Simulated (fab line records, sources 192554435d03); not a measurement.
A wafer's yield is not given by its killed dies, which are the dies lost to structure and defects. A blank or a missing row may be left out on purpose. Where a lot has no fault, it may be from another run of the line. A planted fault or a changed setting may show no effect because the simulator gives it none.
fab line records	flow n5_finfet
record: lots: 6	wafers: 18	last_day: 17
route steps=1938 shown HKMG_FIN@440 BEOL_M4@1111 PASSIVATION@1936
lots that met no fault: taken from a fault-free run of the same line
start_h: hours from the record's opening day to when the first of the lot's shown wafers began	wait_h: hours from the lot's prior step to this one	" repeats the value in the row above	L1.1+2: several wafers, shown together as one row	- either no value or no given start	* or withheld: withheld	< > ~ a bound
route shown NAME@n: a module of which the file shows steps, and the number in the route of the first	usual: mean/standard deviation taken from wafers without a fault	same: alike in all rows	chamber/n: place in a boat	sites: per-site readings	_std_site: their standard deviation	_edge_site: the outer-site mean with the inner-site mean subtracted	radius_mm: how far each site lies from the wafer's centre	mask NAME#n: copy n	behind: tool/chamber where the wafer was last shaped	hold: why the lot went on hold/how many hours it stayed there/how the hold came to an end	device: which transistor (n, p or np) failed to switch	end of line: the tests these same wafers got at the end of their route	a step with no rows: only its recipe	killed: the dies lost at the first sort to structure and to defects; this is not the yield of the wafer	map: a wafer's dies, x killed, . not, _ none there
set.NAME: the setting the step ran with; set.NAME@STEP: the setting that earlier step ran with	model.NAME: the simulator's own value behind a step, which no gauge read
lots at some steps of the route; a table a step, a row a wafer
services: when a tool's chamber went out of use (start_h, in hours from the record's first day, below 0 if earlier), for how many hours, and the reason
== steps ==
step: N5_HKMG_FIN_WET_ETCH_18
recipe: chemistry: SC1	target: TiN	mix: 1:1:5	temp_c: *	time_s: 55	target_depth_nm: 5.2	dry: ipa_marangoni	rinse_time_s: 30	rinse_temp_c: 23
step: N5_HKMG_FIN_STRIP_19
recipe: chemistry: N2/H2	power_w: 2500	temp_c: 300	h2_frac: 0.65	time_s: 360	pressure_mtorr: withheld	n2_flow_sccm: 1750	h2_flow_sccm: 3250
usual: drypump_motor_current_A: 5.29/0.27	h2_flow_sccm: 3250/9	heater_power_w: 496/21
lot.wafer	tool	chamber	start_h	wait_h	drypump_motor_current_A	h2_flow_sccm	heater_power_w	rf_hours_counter_h
L607.3	plasma_asher-01	0	87.21	0.1	5.45	3236	482	-
L607.5	"	1	"	"	5.68	3249	508	-
L607.6	"	0	"	"	5.46	3260	460	-
L608.2	plasma_asher-01	1	94.27	0.0	5.67	3258	504	38
L608.3	"	0	"	"	5.47	3240	459	-
L608.6	"	1	"	"	5.68	3264	501	-
L610.2	plasma_asher-01	1	104.77	0.0	5.65	3259	521	43
L610.5	"	0	"	"	5.48	3254	461	-
L610.6	"	1	"	"	5.70	3259	509	-
L612.2	plasma_asher-02	1	118.41	0.0	5.16	3248	524	83
L612.5	"	1	"	"	5.15	3257	514	-
L612.6	"	0	"	"	5.00	3248	480	-
L626.2	plasma_asher-01	0	201.89	0.0	5.46	3245	480	62
L626.3	"	1	"	"	5.70	3238	519	-
L626.5	"	0	"	"	5.46	3260	471	-
L627.1	plasma_asher-02	0	210.21	0.0	4.96	3241	485	101
L627.3	"	0	"	"	4.97	3247	506	-
L627.6	"	1	"	"	5.14	3250	505	-
step: N5_HKMG_FIN_ALD_91
recipe: material: TiN	target_thk_a: 10	temp_c: 400	ald_precursor_family: TiCl4	ald_co_reactant: NH3	pulse_time_s: 1	purge_time_s: 3	co_reactant_purge_time_s: 2	co_reactant_pulse_time_s: 2	ald_cycles: 47	pressure_torr: 3
usual: heater_power_w: 940/97	precursor_pulse_height_rel: 1.000/0.019
same: pulse_time_s: 1
lot.wafer	tool	chamber	start_h	wait_h	heater_power_w	precursor_pulse_height_rel
L607.3	ald_metal-04	0	87.48	0.2	784	1.019
L607.5	"	3	"	"	948	1.039
L607.6	"	2	"	"	873	1.018
L608.2	ald_metal-04	1	94.65	0.3	1039	0.973
L608.3	"	0	"	"	764	0.952
L608.6	"	1	"	"	1030	1.032
L610.2	ald_metal-03	0	105.16	0.3	857	1.055
L610.5	"	2	"	"	1080	0.996
L610.6	"	1	"	"	905	0.991
L612.2	ald_metal-04	3	118.80	0.3	991	0.983
L612.5	"	1	"	"	1042	0.999
L612.6	"	2	"	"	878	0.997
L626.2	ald_metal-01	3	202.27	0.3	930	1.010
L626.3	"	1	"	"	939	0.997
L626.5	"	1	"	"	965	1.003
L627.1	ald_metal-04	0	210.59	0.3	787	1.015
L627.3	"	3	"	"	949	1.015
L627.6	"	1	"	"	1029	0.978
step: N5_HKMG_FIN_COAT_85
recipe: resist: SOC	temp_c: 250	time_s: 60	spin_rpm: 1500	resist_thk_nm: 300
step: N5_HKMG_FIN_ETCH_86
recipe: chemistry: N2/H2	target: SOC	target_depth_a: 3932	stop_on: TiN	ion_energy_ev: 100	bias_w: 61	pressure_mtorr: 30	source_w: 850	n2_flow_sccm: 200	h2_flow_sccm: 200
step: N5_HKMG_FIN_STRIP_89
recipe: chemistry: N2/H2	material: SOC	time_s: 20	power_w: 500	temp_c: 40	pressure_mtorr: 50	rf_frequency_hz: 6e+07	bias_power_w: 8	h2_frac: 0.5	n2_flow_sccm: 300	h2_flow_sccm: 300
usual: drypump_motor_current_A: 5.8/0.44	h2_flow_sccm: 300.0/0.85	oes_product_au: 0.77/0.06	power_w: 500.1/1.5	rf_fwd_power_W: 496.5/1.5	rf_vpp_V: 54.3/0.88	showerhead_plenum_p_Torr: 3.37/0.071	throttle_valve_pct: 18.99/0.28
lot.wafer	tool	chamber	start_h	wait_h	drypump_motor_current_A	h2_flow_sccm	oes_product_au	power_w	rf_fwd_power_W	rf_hours_counter_h	rf_vpp_V	showerhead_plenum_p_Torr	throttle_valve_pct
L607.3	rie_diel-02	1	87.87	0.0	5.9	299.9	0.81	499.5	494.7	124	55.2	3.35	18.66
L607.5	"	2	"	"	6.7	298.6	0.78	498.8	498.5	-	56.4	3.50	19.39
L607.6	"	3	"	"	5.2	299.1	0.73	500.8	499.1	-	56.1	3.34	18.63
L608.2	rie_diel-04	0	95.09	0.0	5.3	300.1	0.74	496.8	495.0	174	55.3	3.35	18.78
L608.3	"	1	"	"	5.6	300.3	0.89	499.8	494.2	52	55.9	3.41	19.06
L608.6	"	1	"	"	5.5	300.9	0.88	500.4	492.5	-	53.0	3.41	19.08
L610.2	rie_diel-02	1	105.56	0.0	5.8	299.8	0.79	500.4	496.0	132	53.8	3.34	18.67
L610.5	"	2	"	"	6.6	299.2	0.76	497.1	496.3	-	53.7	3.49	19.41
L610.6	"	1	"	"	5.8	299.6	0.80	498.9	497.1	-	55.9	3.34	18.68
L612.2	rie_diel-01	1	119.20	0.0	6.2	300.2	0.87	500.0	498.7	51	55.4	3.43	19.22
L612.5	"	2	"	"	5.6	299.0	0.80	500.5	497.3	-	53.1	3.27	19.42
L612.6	"	1	"	"	6.1	301.5	0.87	500.2	497.4	-	55.2	3.43	19.21
L626.2	rie_diel-01	0	202.67	0.0	5.9	299.6	0.72	500.2	494.5	181	52.2	3.21	19.38
L626.3	"	1	"	"	6.2	299.4	0.84	497.1	496.1	83	52.7	3.41	19.24
L626.5	"	0	"	"	5.9	300.1	0.72	501.7	496.8	-	53.5	3.21	19.36
L627.1	rie_diel-01	1	211.17	0.0	6.2	301.0	0.83	501.3	498.2	86	54.4	3.41	19.27
L627.3	"	3	"	"	6.7	297.9	0.68	497.6	496.2	244	53.1	3.42	18.89
L627.6	"	1	"	"	6.2	299.2	0.83	499.1	498.3	-	54.6	3.41	19.27
step: N5_HKMG_FIN_WET_ETCH_87
recipe: chemistry: SC1	target: TiN	mix: 1:2:40	temp_c: 50	time_s: 154.2	target_depth_nm: 4.7	dry: ipa_marangoni	rinse_time_s: 30	rinse_temp_c: 23
step: N5_HKMG_FIN_STRIP_88
recipe: chemistry: N2/H2	power_w: 2500	temp_c: 300	h2_frac: 0.65	time_s: 360	pressure_mtorr: withheld	n2_flow_sccm: 1750	h2_flow_sccm: 3250
usual: drypump_motor_current_A: 5.29/0.27	h2_flow_sccm: 3249/8.7	heater_power_w: 497/20
lot.wafer	tool	chamber	start_h	wait_h	drypump_motor_current_A	h2_flow_sccm	heater_power_w	rf_hours_counter_h
L607.3	plasma_asher-02	1	88.18	0.1	5.15	3251	531	-
L607.5	"	0	"	"	4.98	3248	496	-
L607.6	"	1	"	"	5.15	3258	511	-
L608.2	plasma_asher-01	0	95.28	0.0	5.46	3250	469	39
L608.3	"	1	"	"	5.67	3253	506	-
L608.6	"	0	"	"	5.47	3228	466	-
L610.2	plasma_asher-01	1	105.75	0.0	5.69	3254	511	43
L610.5	"	0	"	"	5.47	3245	473	-
L610.6	"	1	"	"	5.68	3260	506	-
L612.2	plasma_asher-02	1	119.39	0.0	5.18	3241	511	83
L612.5	"	0	"	"	4.97	3267	485	-
L612.6	"	1	"	"	5.14	3252	518	-
L626.2	plasma_asher-02	0	202.86	0.0	4.95	3241	489	100
L626.3	"	0	"	"	4.96	3250	487	-
L626.5	"	1	"	"	5.15	3250	502	-
L627.1	plasma_asher-01	1	211.37	0.0	5.69	3242	509	63
L627.3	"	1	"	"	5.64	3252	496	-
L627.6	"	1	"	"	5.68	3264	506	-
step: N5_HKMG_FIN_NWFM_ALD_20
recipe: material: TiAlC	target_thk_a: 20	temp_c: 300	ald_precursor_family: TiCl4	ald_co_reactant: TEA	pulse_time_s: 3	purge_time_s: 2	co_reactant_purge_time_s: 2	co_reactant_pulse_time_s: 10	ald_cycles: 7	pressure_torr: 3
usual: heater_power_w: 527/45	precursor_pulse_height_rel: 1.002/0.022
same: pulse_time_s: 3
lot.wafer	tool	chamber	start_h	wait_h	heater_power_w	precursor_pulse_height_rel
L607.3	ald_metal-01	0	88.45	0.1	499	1.021
L607.5	"	0	"	"	520	1.004
L607.6	"	1	"	"	527	1.023
L608.2	ald_metal-01	0	95.67	0.3	518	1.019
L608.3	"	2	"	"	512	0.970
L608.6	"	1	"	"	553	0.990
L610.2	ald_metal-01	2	106.13	0.3	530	1.018
L610.5	"	2	"	"	523	0.982
L610.6	"	1	"	"	538	0.995
L612.2	ald_metal-03	3	119.77	0.3	606	0.979
L612.5	"	3	"	"	586	0.998
L612.6	"	2	"	"	606	1.047
L626.2	ald_metal-04	3	203.25	0.3	534	1.012
L626.3	"	2	"	"	484	0.969
L626.5	"	1	"	"	586	1.010
L627.1	ald_metal-01	2	211.75	0.3	523	1.002
L627.3	"	0	"	"	496	1.007
L627.6	"	1	"	"	547	1.017
step: N5_HKMG_FIN_ALD_71
recipe: material: TiN	target_thk_a: 10	temp_c: 400	ald_precursor_family: TiCl4	ald_co_reactant: NH3	pulse_time_s: 1	purge_time_s: 3	co_reactant_purge_time_s: 2	co_reactant_pulse_time_s: 2	ald_cycles: 47	pressure_torr: 3
step: N5_HKMG_FIN_COAT_66
recipe: resist: SOC	temp_c: 250	time_s: 60	spin_rpm: 1500	resist_thk_nm: 300
step: N5_HKMG_FIN_ETCH_67
recipe: chemistry: N2/H2	target: SOC	target_depth_a: 3889	stop_on: TiN	ion_energy_ev: 100	bias_w: 61	pressure_mtorr: 30	source_w: 850	n2_flow_sccm: 200	h2_flow_sccm: 200
step: N5_HKMG_FIN_STRIP_90
recipe: chemistry: N2/H2	material: SOC	time_s: 20	power_w: 500	temp_c: 40	pressure_mtorr: 50	rf_frequency_hz: 6e+07	bias_power_w: 8	h2_frac: 0.5	n2_flow_sccm: 300	h2_flow_sccm: 300
usual: drypump_motor_current_A: 5.8/0.45	h2_flow_sccm: 300.0/0.96	oes_product_au: 0.78/0.065	power_w: 500.0/1.5	rf_fwd_power_W: 496.7/1.7	rf_vpp_V: 54.3/0.85	showerhead_plenum_p_Torr: 3.38/0.064	throttle_valve_pct: 18.94/0.29
lot.wafer	tool	chamber	start_h	wait_h	drypump_motor_current_A	h2_flow_sccm	oes_product_au	power_w	rf_fwd_power_W	rf_hours_counter_h	rf_vpp_V	showerhead_plenum_p_Torr	throttle_valve_pct
L607.3	rie_diel-04	2	88.95	0.0	6.0	300.0	0.83	500.6	496.0	63	55.4	3.40	18.81
L607.5	"	2	"	"	6.0	301.0	0.83	501.7	497.7	-	52.8	3.40	18.80
L607.6	"	1	"	"	5.5	299.1	0.88	500.9	495.4	-	54.9	3.42	19.06
L608.2	rie_diel-02	3	96.17	0.0	5.2	299.0	0.73	502.1	499.0	165	54.3	3.34	18.63
L608.3	"	2	"	"	6.6	300.8	0.78	498.6	496.6	145	54.0	3.49	19.38
L608.6	"	3	"	"	5.2	300.1	0.73	501.8	495.6	-	52.6	3.34	18.62
L610.2	rie_diel-02	1	106.63	0.0	5.9	300.6	0.80	499.7	498.0	133	54.6	3.34	18.67
L610.5	"	3	"	"	5.2	298.8	0.73	498.9	496.3	-	53.7	3.34	18.65
L610.6	"	2	"	"	6.6	299.9	0.77	498.2	500.5	-	55.2	3.49	19.40
L612.2	rie_diel-02	1	120.27	0.0	5.8	300.0	0.79	498.9	497.2	137	54.9	3.34	18.69
L612.5	"	1	"	"	5.9	299.1	0.80	499.9	494.0	-	55.1	3.34	18.67
L612.6	"	0	"	"	6.2	300.2	0.95	502.9	496.7	-	54.1	3.44	18.54
L626.2	rie_diel-02	3	203.74	0.0	5.2	299.0	0.52	291.8	500.1	200	53.6	3.32	18.70
L626.3	"	2	"	"	6.6	298.1	0.54	290.5	495.9	179	55.1	3.48	19.46
L626.5	"	3	"	"	5.2	299.2	0.52	289.6	496.7	-	53.6	3.32	18.69
L627.1	rie_diel-02	3	212.25	0.0	5.2	300.0	0.51	293.1	499.0	204	54.2	3.32	18.70
L627.3	"	1	"	"	5.8	298.8	0.56	288.4	496.5	161	54.4	3.33	18.73
L627.6	"	3	"	"	5.2	299.2	0.51	291.3	495.0	-	54.3	3.32	18.68
step: N5_HKMG_FIN_WET_ETCH_73
recipe: chemistry: SC1	mix: 1:2:40	temp_c: 50	time_s: 42.3	target_depth_nm: 1.3	dry: ipa_marangoni	rinse_time_s: 30	rinse_temp_c: 23
step: N5_BEOL_M4_RC_MEAS_101
usual: DIBL_N: 36.1/1.6	DIBL_P: 35.8/2.1	IOFF_N: 0.16/0.031	IOFF_P: 0.21/0.034	ION_N: 673/12	ION_P: 461/7.2	SS_N: 71.4/0.59	SS_P: 73.3/0.63	VT_N: 250/3.1	VT_P: -250/3.3
lot.wafer	tool	chamber	start_h	wait_h	DIBL_N[mV/V]	DIBL_P[mV/V]	IOFF_N[nA/um]	IOFF_P[nA/um]	ION_N[uA/um]	ION_P[uA/um]	SS_N[mV/dec]	SS_P[mV/dec]	VT_N[mV]	VT_P[mV]
L608.2	prober-02	0	181.05	0.2	36.1	37.5	0.16	0.21	661	453	71.7	73.8	252	-252
L608.3	"	0	"	"	35.4	34.8	0.14	0.17	662	445	71.4	73.5	253	-254
L608.6	"	0	"	"	34.3	33.9	0.13	0.16	660	453	71.2	72.9	252	-258
L607.3	prober-02	0	186.35	0.3	35.4	35.2	0.12	0.18	651	460	71.8	73.1	252	-251
L607.5	"	0	"	"	34.6	33.7	0.12	0.16	666	452	70.6	72.8	254	-255
L607.6	"	0	"	"	36.8	36.7	0.15	0.20	675	462	72.1	73.5	250	-250
L610.2	prober-01	0	203.01	0.2	38.2	37.8	0.18	0.23	680	463	72.2	73.3	251	-249
L610.5	"	0	"	"	40.0	41.0	0.21	0.29	679	465	72.3	74.3	247	-246
L610.6	"	0	"	"	39.5	39.4	0.21	0.25	690	462	72.2	73.2	246	-247
L612.2	prober-01	0	215.25	0.2	34.8	33.4	0.13	0.20	667	463	71.3	72.9	250	-247
L612.5	"	0	"	"	34.0	33.0	0.12	0.19	668	463	71.0	73.3	251	-250
L612.6	"	0	"	"	36.1	33.9	0.15	0.21	686	467	71.6	73.0	249	-247
L626.2	prober-01	0	300.90	0.2	38.9	38.0	0.21	0.25	684	459	73.1	74.4	248	-248
L626.3	"	0	"	"	34.0	32.3	0.12	0.17	672	463	70.8	72.6	253	-252
L626.5	"	0	"	"	36.3	35.1	0.16	0.22	683	473	71.6	73.3	250	-249
L627.1	prober-02	0	301.01	0.0	36.0	34.3	0.17	0.22	693	472	71.5	72.3	246	-249
L627.3	"	0	"	"	36.7	36.3	0.17	0.25	682	466	72.0	73.0	246	-246
L627.6	"	0	"	"	36.7	35.1	0.17	0.23	688	476	72.0	72.8	247	-246
step: N5_PASSIVATION_PROBE_49
usual: defect_limited_yield: 91.0/1.5	killed_at_M0_to_M3: 35/11	killed_at_M4_up: 13/6	killed_at_contacts: 14/6.5	killed_at_front_end: 40/12	killed_at_other: 4/3.4	killed_dies: 106/18	killed_open: 68/14	killed_short: 35/7.7	sort_bin_5_function: 5.2/0.98	sort_bin_6_memory: 3.4/0.72	sort_n_pass: 1074/18	sort_yield_pct: 91.0/1.5
same: gross_dies: 1180	killed_at_back_side: 0	sort_bin_4_leakage[%]: 0	sort_bin_8_speed[%]: 0
lot.wafer	tool	chamber	start_h	wait_h	defect_limited_yield[%]	killed_at_M0_to_M3	killed_at_M4_up	killed_at_contacts	killed_at_front_end	killed_at_other	killed_dies	killed_open	killed_short	sort_bin_5_function[%]	sort_bin_6_memory[%]	sort_n_pass	sort_yield_pct[%]
L607.3	prober-02	-	292.75	0.1	87.6	53	5	32	50	6	146	92	53	7.7	4.5	1034	87.6
L607.5	prober-02	-	292.85	0.2	90.6	44	10	23	27	7	111	71	38	5.2	3.6	1069	90.6
L607.6	prober-02	-	292.90	0.3	90.0	59	3	23	26	7	118	76	42	5.6	3.9	1062	90.0
killed by level:class
L607.3 MOL_CONTACT_COAG:geometric_particle:open=26 BEOL_M0_SAQP:geometric_particle:open=16 STI_FIN_REVEAL:geometric_particle:open=15 BEOL_M0_SAQP:geometric_particle:short=12 BEOL_M2:geometric_particle:open=10 FIN_SAQP:geometric_particle:open=8 GATE_CUT:geometric_particle:short=7 FIN_SAQP:geometric_particle:short=5
L607.5 MOL_CONTACT_COAG:geometric_particle:open=21 FIN_SAQP:geometric_particle:open=11 BEOL_M0_SAQP:geometric_particle:open=11 BEOL_M2:geometric_particle:open=8 BEOL_M0_SAQP:geometric_particle:short=7 BEOL_M2:geometric_particle:short=6 BEOL_M3:geometric_particle:open=5 MIM_TOP_ETCH:geometric_particle:short=4
L607.6 MOL_CONTACT_COAG:geometric_particle:open=18 BEOL_M0_SAQP:geometric_particle:open=16 BEOL_M0_SAQP:geometric_particle:short=16 BEOL_M2:geometric_particle:open=12 FIN_SAQP:geometric_particle:open=6 GATE_CUT:geometric_particle:short=5 MOL_CONTACT_COAG:geometric_particle:short=5 BEOL_M1:geometric_particle:open=4
== services ==
tool	chamber	start_h	hours	kind
rie_diel-01	1	68.06	6.8	repair
plasma_asher-01	-	81.45	1.4	repair
rie_diel-02	0	91.12	-	clean
rie_diel-02	0	91.12	-	consumable_replace:focus_ring
rie_diel-02	0	91.12	16.2	scheduled_down
rie_diel-02	0	91.12	16.2	vent_cycle
rie_diel-01	1	98.46	4.6	repair
ald_metal-04	-	113.79	0.5	repair
ald_metal-01	-	119.87	6.0	pm
plasma_asher-01	-	131.10	4.4	repair
ald_metal-03	-	143.59	0.7	repair
rie_diel-04	3	149.90	3.7	repair
rie_diel-02	2	165.11	1.6	repair
rie_diel-02	1	169.68	5.5	repair
rie_diel-04	3	174.05	-	clean
rie_diel-04	3	174.05	-	consumable_replace:focus_ring
rie_diel-04	3	174.05	32.0	scheduled_down
rie_diel-04	3	174.05	32.0	vent_cycle
rie_diel-02	-	176.27	14.6	pm
plasma_asher-01	-	177.47	2.0	repair
rie_diel-04	0	192.97	14.7	repair
== key ==
first_sign: step: N5_HKMG_FIN_STRIP_90	reading: power_w	direction: down	sigmas: 99+	usual: *	struck: *
effect: step: N5_HKMG_FIN_STRIP_90	reading: oes_product_au	direction: down	sigmas: 3.9	usual: 0.78	struck: 0.53
met_at N5_HKMG_FIN_STRIP_90
struck_wafers L626.2,L626.3,L626.5,L627.1,L627.3,L627.6
onset_between 120.27 203.74
fault: kind: process_parameter_drift	tool: rie_diel-02	chamber: -	onset_h: 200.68	steps: N5_HKMG_FIN_STRIP_90	channel: power_w	offset: *	shape: step	end_h: 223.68	acts_in: *	stated: *
